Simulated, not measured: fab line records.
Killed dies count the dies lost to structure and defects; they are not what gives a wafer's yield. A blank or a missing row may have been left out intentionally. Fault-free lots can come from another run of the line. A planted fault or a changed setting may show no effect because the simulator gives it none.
Chamber matching ; flow n5_finfet ; N5_BEOL_M6_DEP_56 on pecvd-01: 3 sister chambers
The step deposits SiCN from 3MS/NH3, target thk 10 nm, time 17.5 s. 3 wafers are shown with their chamber, then 7 later ones without.

## WAFERS PAIRED WITH THEIR CHAMBERS
wafer;chamber;showerhead_plenum_p_Torr (Torr)
L082.4;1;3.653
L089.1;0;3.662
L089.3;2;3.685

## WAFERS MISSING THEIR CHAMBER
wafer;showerhead_plenum_p_Torr (Torr)
L089.6;3.666
L091.3;3.665
L091.4;3.655
L091.6;3.657
L092.2;3.689
L092.3;3.661
L092.5;3.682

## WHICH CHAMBER EACH WENT THROUGH
wafer;from the rows above;in truth
L089.6;0;0
L091.3;0;0
L091.4;can't be placed: 1 or 0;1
L091.6;can't be placed: 1 or 0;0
L092.2;2;2
L092.3;0;0
L092.5;2;2
5 of 7 placed correctly. Not placeable from these rows: 2 (in 2, the candidates include the true chamber). Placed wrongly: 0.
How it was worked out, from the rows above alone: a wafer's distance from a chamber is the root of the sum, over the readings, of the square of ((its reading less the chamber's mean) divided by the reading's scatter). If the next closest chamber is less than 2 further off than the closest, the wafer can't be placed; otherwise it belongs to the closest. For every chamber, the mean is computed from those of its wafers that are shown. The scatter (one wafer shown for each chamber): square how far every hidden wafer sits from the nearest shown wafer, average those squares and take the square root.
